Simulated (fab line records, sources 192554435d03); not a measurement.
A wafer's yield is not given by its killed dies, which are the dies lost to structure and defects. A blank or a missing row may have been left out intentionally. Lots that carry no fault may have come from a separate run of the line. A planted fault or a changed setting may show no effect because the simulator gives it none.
A struck lot beside a sound one | flow n5-finfet | 13 out of 1938 route steps
Sound: the wafers L156.1, L156.2, L156.5. The struck wafers were L139.1, L139.3, L139.5. The cause comes at the end.
For every step that has rows: the tool of each side, followed by ch and its chambers, followed by its first start. Under that, the readings that differ: sound wafers | struck wafers | difference of the means | sigmas: that difference in standard deviations of wafers without a fault.
alike: readings whose means differ by less than 2 such deviations, and words and numbers that are the same on both sides. not compared: withheld readings, readings that some wafer has no value for, bounds like >300 that may hide the same value, and numbers for which the record gives no deviation and whose values overlap.
A row with sigmas, a row that says differs or no value, or rows on one side alone: a step with any of these is where the two part. Non-overlapping numbers with no deviation appear without sigmas and do not part them. Lack of a reading on every wafer of one side parts them only where that side has two or more wafers.

first, 9 steps without rows for these wafers: N5_BEOL_M2_DEVELOP_27 (develop time 30 s); N5_BEOL_M2_DESCUM_33 (chemistry O2, time 7 s); N5_BEOL_M2_ETCH_77 (etches underlayer in N2/H2, target depth 6.5 nm, time 5.2 s); N5_BEOL_M2_ETCH_69 (etches SiARC in CF4, target depth 15.6 nm, time 26 s); N5_BEOL_M2_ALD_98 (deposits SiO2, target thk 2.5 nm, pulse time 1 s, co reactant pulse time 1 s); N5_BEOL_M2_ETCHBACK_99 (etches SiO2 in CHF3, target depth 5 nm, time 10.4 s); N5_BEOL_M2_ETCH_70 (etches SOC in N2/H2, target depth 80 nm, overetch 24 nm, time 130 s); N5_BEOL_M2_STRIP_71 (strips in N2/H2); N5_BEOL_M2_STRIP_78 (strips in N2/H2).
N5_BEOL_M2_VIA_ETCH_34: etches the open film in C4F6/O2, target depth 69.4 nm, time 65.9 s.
  sound on rie-diel-04 ch 0,1,3, day 12 06:56; struck on rie-diel-02 ch 0,2, day 8 12:39
  no value came back on the struck wafers for any of 7 readings (C4F6_flow_sccm (sccm), O2_flow_sccm (sccm) and others); on the sound wafers C4F6_flow_sccm (sccm) reads 9.96 10.07 9.98
  reading                                    | sound          | struck         | difference | sigmas
  model.SOC_of_BEOL_M2_COAT_67.thk-nm (nm)   | 52.2 52.2 52.2 | 60.2 60.2 60.2 | +8.0       |
  model.SiARC_of_BEOL_M2_COAT_68.thk-nm (nm) | 0 0 0          | 6 5.6 6.2      | +6         |
  not compared: rf-hours-counter-h
then, 1 step without rows for these wafers: N5_BEOL_M2_STRIP_83 (strips in C4F6/O2).
N5_BEOL_M4_RC_MEAS_101:
  the record has rows for the sound wafers here (prober-02 ch 0, day 13 08:58) and none for the struck ones
-- a jump in the record: the struck wafers' starts before and after are 7 days apart (it breaks off in module BEOL_M4 and resumes in module PASSIVATION, where the first step shown is number 1936 of the route) --
N5_PASSIVATION_PROBE_49:
  sound on prober-01, day 18 10:34; struck on prober-01, day 15 11:37
  reading                  | sound          | struck         | difference | sigmas
  defect-limited-yield (%) | 91.7 92.4 92.0 | 0 0 0          | -92        | -66
  killed_at_M0_to_M3       | 22 49 38       | 1128 1089 1120 | +1076      | +99 or more
  killed-dies              | 98 90 94       | 1180 1180 1180 | +1086      | +64
  killed-on-rim            | 15 8 19        | 152 152 152    | +138       | +33
  sort_bin_5_function (%)  | 4.5 4.1 5.0    | 97.0 96.2 96.9 | +92.2      | +98
  sort-n-pass              | 1082 1090 1086 | 0 0 0          | -1086      | -64
  sort-yield-pct (%)       | 91.7 92.4 92.0 | 0 0 0          | -92        | -66
  alike: killed_at_M4_up, killed-at-contacts, killed-at-front-end, killed-at-other, killed-open, killed-short, sort_bin_6_memory

WHERE THEY PART
Earliest at N5_BEOL_M2_VIA_ETCH_34; latest, in this record, at N5_PASSIVATION_PROBE_49.

WHY: what the simulator had put in
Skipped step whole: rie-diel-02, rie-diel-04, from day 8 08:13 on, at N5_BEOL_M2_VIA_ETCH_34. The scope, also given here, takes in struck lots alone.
